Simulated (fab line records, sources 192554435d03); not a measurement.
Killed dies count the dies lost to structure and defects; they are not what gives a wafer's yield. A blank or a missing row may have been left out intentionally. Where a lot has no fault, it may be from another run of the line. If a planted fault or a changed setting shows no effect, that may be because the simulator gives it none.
A struck lot beside a sound one || flow n5-finfet || 15 out of 1938 route steps
Sound: these wafers, L640.1, L640.3, L640.4. Struck: wafer L635.1 (L635.3, L635.6, from the same lot, were not struck and are left out); the cause is given at the end.
At each step with rows: each side's tool, then ch and its chambers, then its first start. Under that, the readings that differ: sound wafers || struck wafers || difference of the means || sigmas: that difference in standard deviations of wafers without a fault.
alike: same words and numbers on both sides, and readings whose means sit less than 2 such deviations apart. not compared: any withheld reading, any reading some wafer has no value for, any bound like >300 that may hide the same value, and any number with overlapping values for which the record gives no deviation.
Wherever a step has rows on one side only, a row that says differs or no value, or a row with sigmas, the two part there. Numbers that don't overlap but have no deviation are shown without sigmas and don't part them. Lack of a reading on every wafer of one side parts them only where that side has two or more wafers.

first, 2 steps without rows for these wafers: N5_BEOL_M14_PRECLEAN_39 (cleans in residue remover, time 60 s); N5_BEOL_M14_SRD_40 (time 30 s, dry time 30 s).
N5_BEOL_M14_DEGAS_41: time 60 s.
  struck on pvd-sputter-01, day 14 08:13; sound on pvd-sputter-01, day 15 16:11
  alike: heater-power-w, susceptor-temp-C
then, 2 steps without rows for these wafers: N5_BEOL_M14_PRE_CLEAN_42 (time 30 s); N5_BEOL_M14_SPUTTER_43 (material TaN, target thk 15 nm, time 24.19 s).
N5_BEOL_M14_SPUTTER_44: material Ta, target thk 15 nm, time 24.19 s.
  struck on pvd-sputter-01, day 14 08:22; sound on pvd-sputter-01, day 15 16:20
{"reading": "susceptor-temp-C (C)", "sound": "49.83 50.06 49.96", "struck": 50.20, "difference": "+0.25", "sigmas": "+2"}
  alike: throttle-valve-pct
N5_BEOL_M14_SPUTTER_45: material Cu, target thk 100 nm, time 16.67 s.
  struck on pvd-sputter-01, day 14 08:27; sound on pvd-sputter-01, day 15 16:25
  alike: chuck-gas-flow-sccm, susceptor-temp-C, throttle-valve-pct
then, 1 step without rows for these wafers: N5_BEOL_M14_ECD_47 (material Cu, target thk 1248 nm).
N5_BEOL_M14_ANNEAL_48: time 90 s.
  sound on rtp-anneal-01 ch 0, day 15 16:49; struck on rtp-anneal-01 ch 0, day 14 09:14
  alike: anneal-temp-c, wafer_temp_C_max
N5_BEOL_M14_CMP_49: polishes, stops on SiO2, t overpolish 5.2 s, target thk 560 nm.
  sound on cmp-02 ch 0,1,3, day 15 17:07; struck on cmp-01 ch 3, day 14 09:36
  alike: barrier-field-endpoint-s, clearing-platen-rpm, motor-current-A, overpolish-run-s, time-to-endpoint-s
N5_BEOL_M14_THK_MEAS_50: measures by xrf.
  struck on film-metro-02, day 14 09:49; sound on film-metro-02, day 15 17:25
  alike: M14_THK
then, 1 step without rows for these wafers: N5_BEOL_M14_PRE_CLEAN_52 (time 15 s).
N5_BEOL_M14_DEP_53: deposits SiCN from 3MS/NH3, target thk 50 nm, time 17.8 s.
  sound on pecvd-02 ch 1,2, day 15 17:28; struck on pecvd-01 ch 0, day 14 09:53
{"reading": "model.SiCN_of_BEOL_M14_DEP_53.thk-nm (nm)", "sound": "50.6 50 50.8", "struck": 44.6, "difference": -5.9, "sigmas": ""}
  alike: showerhead-plenum-p-Torr, showerhead-vpp-V, throttle-valve-pct
  not compared: rf-fwd-power-W
N5_BEOL_M14_RS_MEAS_54: measurement is done with a four-point probe.
  struck on film-metro-02, day 14 09:57; sound on film-metro-01, day 15 17:32
  alike: M14_RS
N5_PASSIVATION_PROBE_49:
  the record has rows for the struck wafers here (prober-02, day 15 07:49) and none for the sound ones

== WHERE THEY PART ==
First at N5_BEOL_M14_SPUTTER_44; last, within this record, at N5_PASSIVATION_PROBE_49.

WHY: what had been put in by the simulator
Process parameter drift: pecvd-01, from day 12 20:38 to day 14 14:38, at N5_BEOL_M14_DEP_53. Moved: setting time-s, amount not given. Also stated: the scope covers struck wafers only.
